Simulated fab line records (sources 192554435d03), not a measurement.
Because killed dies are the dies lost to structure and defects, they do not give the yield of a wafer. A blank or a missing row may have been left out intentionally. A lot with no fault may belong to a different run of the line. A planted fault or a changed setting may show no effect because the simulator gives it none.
fab line records | flow n5Finfet | part 2 of 2: steps 5 to 6 of 6
record lots=22 | wafers=66 | lastDay=18
route steps=1938 shown BEOL_M0_SAQP@700 BEOL_M0_CUTY@708 BEOL_M0@721 BEOL_M1@789
lots that met no fault: from a run of the same line without faults
startH: hours from the record's first day to the start of the lot's first wafer shown | waitH: hours since the lot's step before | " same as the row above | L1.1+2: a row that stands for several wafers | - no value, or no start was given | * or withheld: withheld | < > ~ a bound
route shown NAME@n: names a module that has steps shown in the file, with the first one's number in the route | usual: mean/standard deviation of fault-free wafers | same: alike in all rows | chamber/n: place in a boat | sites: readings site by site | _std_site: standard deviation across them | _edge_site: outer sites' mean less inner sites' | radiusMm: how far each site lies from the wafer's centre | mask NAME#n: copy n | behind: the most recent tool/chamber to have shaped the wafer | hold: reason for holding the lot/hours on hold/outcome of the hold | device: transistor that didn't switch, given as n, p or np | end of line: tests run on the same wafers once the route is complete | step lacking rows: just its recipe | killed: dies lost to structure and defects at the first sort, not the wafer's yield | map: per-die view of a wafer (x killed, . not killed, _ where there is no die)
set.NAME: the setting as run; set.NAME@STEP: as run at that earlier step | model.NAME: the simulator's own value behind a step, which no gauge read
route steps across a sampled set of lots; one table per step, one row per wafer
services: a tool's chamber out of use, with start hour (startH, from the record's first day; less than 0 if before it), hours out, and reason
## steps
# step N5_BEOL_M0_SURFACE_TREAT_137
# recipe gas=Ar | timeS=* | ionEnergyEv=* | ionCurrentMaCm2=0.5 | pressureMtorr=* | arFlowSccm=30
# usual throttleValvePct=*
lot.wafer | tool          | chamber | startH | waitH | throttleValvePct
L074.2    | pvdSputter-03 | -       | 119.68 | 0.2   | *
L074.5    | "             | -       | "      | "     | *
L074.6    | "             | -       | "      | "     | *
L075.2    | pvdSputter-03 | -       | 123.31 | 0.5   | *
L075.3    | "             | -       | "      | "     | *
L075.5    | "             | -       | "      | "     | *
L076.1    | pvdSputter-03 | -       | 130.29 | 1.7   | *
L076.2    | "             | -       | "      | "     | *
L076.5    | "             | -       | "      | "     | *
L077.1    | pvdSputter-03 | -       | 137.31 | 0.4   | *
L077.2    | "             | -       | "      | "     | *
L077.5    | "             | -       | "      | "     | *
L078.1    | pvdSputter-02 | -       | 139.01 | 0.2   | *
L078.4    | "             | -       | "      | "     | *
L078.6    | "             | -       | "      | "     | *
L080.1    | pvdSputter-03 | -       | 159.73 | 0.3   | *
L080.3    | "             | -       | "      | "     | *
L080.4    | "             | -       | "      | "     | *
L081.2    | pvdSputter-01 | -       | 162.05 | 1.9   | *
L081.5    | "             | -       | "      | "     | *
L081.6    | "             | -       | "      | "     | *
L082.1    | pvdSputter-02 | -       | 164.11 | 0.2   | *
L082.5    | "             | -       | "      | "     | *
L082.6    | "             | -       | "      | "     | *
L083.1    | pvdSputter-02 | -       | 172.49 | 0.2   | *
L083.3    | "             | -       | "      | "     | *
L083.4    | "             | -       | "      | "     | *
L084.1    | pvdSputter-03 | -       | 181.87 | 0.1   | *
L084.3    | "             | -       | "      | "     | *
L084.6    | "             | -       | "      | "     | *
L085.1    | pvdSputter-02 | -       | 185.51 | 0.2   | *
L085.3    | "             | -       | "      | "     | *
L085.6    | "             | -       | "      | "     | *
L086.3    | pvdSputter-02 | -       | 191.69 | 0.3   | *
L086.4    | "             | -       | "      | "     | *
L086.5    | "             | -       | "      | "     | *
L087.1    | pvdSputter-03 | -       | 200.82 | 0.2   | *
L087.4    | "             | -       | "      | "     | *
L087.5    | "             | -       | "      | "     | *
L088.1    | pvdSputter-01 | -       | 200.98 | 0.2   | *
L088.3    | "             | -       | "      | "     | *
L088.6    | "             | -       | "      | "     | *
L089.1    | pvdSputter-02 | -       | 212.99 | 0.3   | *
L089.3    | "             | -       | "      | "     | *
L089.5    | "             | -       | "      | "     | *
L090.2    | pvdSputter-01 | -       | 213.78 | 0.1   | *
L090.4    | "             | -       | "      | "     | *
L090.6    | "             | -       | "      | "     | *
L091.1    | pvdSputter-01 | -       | 221.95 | 0.2   | *
L091.5    | "             | -       | "      | "     | *
L091.6    | "             | -       | "      | "     | *
L092.4    | pvdSputter-03 | -       | 225.44 | 0.4   | *
L092.5    | "             | -       | "      | "     | *
L092.6    | "             | -       | "      | "     | *
L093.2    | pvdSputter-01 | -       | 230.44 | 0.2   | *
L093.4    | "             | -       | "      | "     | *
L093.5    | "             | -       | "      | "     | *
L094.2    | pvdSputter-01 | -       | 234.81 | 0.2   | *
L094.4    | "             | -       | "      | "     | *
L094.6    | "             | -       | "      | "     | *
L095.1    | pvdSputter-03 | -       | 240.46 | 0.1   | *
L095.4    | "             | -       | "      | "     | *
L095.5    | "             | -       | "      | "     | *
L097.4    | pvdSputter-01 | -       | 261.70 | 0.4   | *
L097.5    | "             | -       | "      | "     | *
L097.6    | "             | -       | "      | "     | *
# step N5_BEOL_M1_DESCUM_33
# recipe chemistry=O2 | timeS=7 | sourcePowerW=50 | biasPowerW=20 | pressureMtorr=20 | rfFrequencyHz=2.712e+07 | tempC=40 | resist=CAR-EUV | o2FlowSccm=225
# usual drypumpMotorCurrentA=5.8/0.38 | oesProductAu=0.75/0.072 | rfVppV=243.4/1.2 | showerheadPlenumPTorr=2.10/0.061 | throttleValvePct=20.51/0.27
lot.wafer | tool       | chamber | startH | waitH | drypumpMotorCurrentA | oesProductAu | rfHoursCounterH | rfVppV | showerheadPlenumPTorr | throttleValvePct
L074.2    | rieDiel-04 | 2       | 128.57 | 0.0   | 6.4                  | 0.69         | 216             | 245.8  | 2.14                  | 20.68
L074.5    | "          | 3       | "      | "     | 5.3                  | 0.76         | -               | 244.9  | 2.18                  | 20.71
L074.6    | "          | 0       | "      | "     | 6.1                  | 0.88         | -               | 245.3  | 2.13                  | 19.99
L075.2    | rieDiel-03 | 1       | 129.16 | 0.0   | 5.7                  | 0.72         | 179             | 243.2  | 2.16                  | 20.42
L075.3    | "          | 3       | "      | "     | 6.3                  | 0.68         | 250             | 243.2  | 2.15                  | 20.39
L075.5    | "          | 0       | "      | "     | 6.2                  | 0.70         | -               | 243.9  | 2.17                  | 20.85
L076.1    | rieDiel-06 | 1       | 137.70 | 0.0   | 5.3                  | 0.77         | 129             | 243.3  | 2.11                  | 20.56
L076.2    | "          | 3       | "      | "     | 6.0                  | 0.73         | 187             | 240.6  | 1.99                  | 20.65
L076.5    | "          | 3       | "      | "     | 6.0                  | 0.73         | -               | 241.5  | 1.99                  | 20.66
L077.1    | rieDiel-06 | 1       | 141.16 | 0.0   | 5.3                  | 0.77         | 131             | 242.1  | 2.11                  | 20.56
L077.2    | "          | 2       | "      | "     | 5.4                  | 0.82         | 69              | 241.1  | 2.03                  | 20.34
L077.5    | "          | 3       | "      | "     | 6.0                  | 0.72         | -               | 241.7  | 1.99                  | 20.68
L078.1    | rieDiel-03 | 1       | 144.09 | 0.0   | 5.7                  | 0.72         | 187             | 244.9  | 2.15                  | 20.42
L078.4    | "          | 3       | "      | "     | 6.4                  | 0.69         | -               | 243.3  | 2.15                  | 20.42
L078.6    | "          | 0       | "      | "     | 6.2                  | 0.70         | -               | 242.8  | 2.17                  | 20.86
L080.1    | rieDiel-04 | 2       | 164.04 | 0.0   | 6.4                  | 0.68         | 228             | 243.5  | 2.14                  | 20.68
L080.3    | "          | 3       | "      | "     | 5.3                  | 0.75         | 182             | 244.9  | 2.17                  | 20.74
L080.4    | "          | 1       | "      | "     | 6.3                  | 0.75         | 139             | 245.1  | 2.17                  | 20.33
L081.2    | rieDiel-04 | 3       | 167.03 | 0.0   | 5.4                  | 0.75         | 184             | 245.3  | 2.17                  | 20.73
L081.5    | "          | 1       | "      | "     | 6.3                  | 0.75         | -               | 245.2  | 2.17                  | 20.33
L081.6    | "          | 2       | "      | "     | 6.4                  | 0.68         | -               | 243.4  | 2.14                  | 20.68
L082.1    | rieDiel-04 | 1       | 170.01 | 0.1   | 6.3                  | 0.75         | 141             | 244.1  | 2.17                  | 20.32
L082.5    | "          | 1       | "      | "     | 6.3                  | 0.76         | -               | 243.0  | 2.17                  | 20.32
L082.6    | "          | 0       | "      | "     | 6.1                  | 0.86         | -               | 243.4  | 2.13                  | 20.01
L083.1    | rieDiel-06 | 3       | 176.92 | 0.0   | 6.0                  | 0.71         | 196             | 241.2  | 1.98                  | 20.67
L083.3    | "          | 1       | "      | "     | 5.3                  | 0.75         | 138             | 243.2  | 2.11                  | 20.56
L083.4    | "          | 2       | "      | "     | 5.5                  | 0.81         | 77              | 242.1  | 2.03                  | 20.35
L084.1    | rieDiel-03 | 1       | 186.59 | 0.0   | 5.8                  | 0.70         | 203             | 244.4  | 2.15                  | 20.45
L084.3    | "          | 2       | "      | "     | 5.7                  | 0.83         | 74              | 240.5  | 2.05                  | 20.34
L084.6    | "          | 1       | "      | "     | 5.7                  | 0.70         | -               | 243.7  | 2.15                  | 20.44
L085.1    | rieDiel-06 | 1       | 190.59 | 0.0   | 5.3                  | 0.75         | 143             | 244.6  | 2.11                  | 20.57
L085.3    | "          | 0       | "      | "     | 5.4                  | 0.70         | 193             | 244.3  | 2.08                  | 20.85
L085.6    | "          | 3       | "      | "     | 5.9                  | 0.71         | -               | 240.8  | 1.98                  | 20.67
L086.3    | rieDiel-06 | 3       | 195.94 | 0.0   | 6.0                  | 0.70         | 202             | 243.1  | 1.98                  | 20.68
L086.4    | "          | 0       | "      | "     | 5.3                  | 0.69         | 195             | 243.7  | 2.07                  | 20.85
L086.5    | "          | 1       | "      | "     | 5.3                  | 0.76         | -               | 244.2  | 2.11                  | 20.57
L087.1    | rieDiel-03 | 2       | 206.54 | 0.0   | 5.7                  | 0.82         | 80              | 241.3  | 2.05                  | 20.34
L087.4    | "          | 0       | "      | "     | 6.2                  | 0.68         | 245             | 244.0  | 2.16                  | 20.93
L087.5    | "          | 2       | "      | "     | 5.7                  | 0.81         | -               | 243.5  | 2.05                  | 20.37
L088.1    | rieDiel-04 | 1       | 206.71 | 0.0   | 6.3                  | 0.73         | 153             | 245.2  | 2.17                  | 20.33
L088.3    | "          | 0       | "      | "     | 6.1                  | 0.84         | 75              | 244.3  | 2.12                  | 20.03
L088.6    | "          | 3       | "      | "     | 5.3                  | 0.74         | -               | 245.2  | 2.17                  | 20.76
L089.1    | rieDiel-03 | 2       | 218.11 | 0.0   | 5.7                  | 0.82         | 83              | 242.9  | 2.04                  | 20.36
L089.3    | "          | 0       | "      | "     | 6.2                  | 0.68         | 248             | 243.6  | 2.16                  | 20.92
L089.5    | "          | 0       | "      | "     | 6.2                  | 0.69         | -               | 243.0  | 2.16                  | 20.92
L090.2    | rieDiel-03 | 0       | 218.25 | 0.0   | 6.2                  | 0.68         | 248             | 243.4  | 2.16                  | 20.93
L090.4    | "          | 1       | "      | "     | 5.8                  | 0.69         | 212             | 244.0  | 2.14                  | 20.47
L090.6    | "          | 3       | "      | "     | 6.3                  | 0.93         | -               | 244.5  | 2.15                  | 20.01
L091.1    | rieDiel-06 | 2       | 226.18 | 0.0   | 5.5                  | 0.80         | 94              | 242.3  | 2.03                  | 20.38
L091.5    | "          | 0       | "      | "     | 5.4                  | 0.69         | -               | 241.7  | 2.07                  | 20.87
L091.6    | "          | 1       | "      | "     | 5.3                  | 0.74         | -               | 244.5  | 2.10                  | 20.57
L092.4    | rieDiel-03 | 3       | 231.05 | 0.2   | 6.3                  | 0.92         | -               | 243.0  | 2.14                  | 20.03
L092.5    | "          | 2       | "      | "     | 5.7                  | 0.81         | -               | 242.5  | 2.04                  | 20.37
L092.6    | "          | 1       | "      | "     | 5.7                  | 0.69         | -               | 246.0  | 2.14                  | 20.47
L093.2    | rieDiel-03 | 2       | 236.17 | 0.0   | 5.7                  | 0.80         | 89              | 242.8  | 2.04                  | 20.35
L093.4    | "          | 1       | "      | "     | 5.7                  | 0.69         | -               | 244.0  | 2.14                  | 20.47
L093.5    | "          | 2       | "      | "     | 5.7                  | 0.81         | -               | 241.9  | 2.04                  | 20.35
L094.2    | rieDiel-03 | 2       | 241.12 | 0.0   | 5.7                  | 0.81         | 90              | 242.0  | 2.04                  | 20.37
L094.4    | "          | 1       | "      | "     | 5.7                  | 0.68         | -               | 243.5  | 2.14                  | 20.48
L094.6    | "          | 2       | "      | "     | 5.7                  | 0.81         | -               | 241.3  | 2.04                  | 20.36
L095.1    | rieDiel-06 | 3       | 246.38 | 0.0   | 6.0                  | 0.69         | 218             | 241.9  | 1.98                  | 20.70
L095.4    | "          | 0       | "      | "     | 5.4                  | 0.69         | 208             | 242.2  | 2.07                  | 20.87
L095.5    | "          | 3       | "      | "     | 6.0                  | 0.70         | -               | 242.4  | 1.98                  | 20.71
L097.4    | rieDiel-06 | 1       | 268.10 | 0.0   | 5.3                  | 0.73         | 167             | 243.4  | 2.10                  | 20.61
L097.5    | "          | 0       | "      | "     | 5.4                  | 0.68         | -               | 242.0  | 2.07                  | 20.89
L097.6    | "          | 3       | "      | "     | 6.0                  | 0.69         | -               | 241.2  | 1.97                  | 20.71
## services
tool          | chamber | startH | hours | kind
rieDiel-03    | 2       | 91.92  | 5.7   | repair
rieDiel-02    | 1       | 94.14  | -     | clean
rieDiel-02    | 1       | 94.14  | -     | consumableReplace:focusRing
rieDiel-02    | 1       | 94.14  | -     | consumableReplace:showerhead
rieDiel-02    | 1       | 94.14  | 24.2  | scheduledDown
rieDiel-02    | 1       | 94.14  | 24.2  | ventCycle
rieDiel-03    | 2       | 104.37 | 62.3  | repair
rieDiel-05    | 2       | 107.24 | 8.5   | repair
rieDiel-04    | -       | 122.71 | 2.8   | pm
pvdSputter-02 | -       | 146.19 | 7.4   | repair
rieDiel-01    | 3       | 165.61 | 6.2   | repair
rieDiel-03    | 3       | 166.76 | -     | clean
rieDiel-03    | 3       | 166.76 | -     | consumableReplace:focusRing
rieDiel-01    | 1       | 200.33 | 1.6   | repair
rieDiel-05    | 0       | 203.00 | -     | clean
rieDiel-05    | 0       | 203.00 | -     | consumableReplace:focusRing
rieDiel-05    | 0       | 203.00 | 22.6  | scheduledDown
rieDiel-06    | 0       | 211.47 | 8.5   | repair
rieDiel-03    | 0       | 224.48 | -     | clean
rieDiel-03    | 0       | 224.48 | -     | consumableReplace:focusRing
rieDiel-03    | 0       | 224.48 | 20.7  | scheduledDown
rieDiel-03    | 0       | 224.48 | 20.7  | ventCycle
rieDiel-05    | 2       | 248.35 | 14.3  | repair
rieDiel-01    | 2       | 252.54 | 8.2   | repair
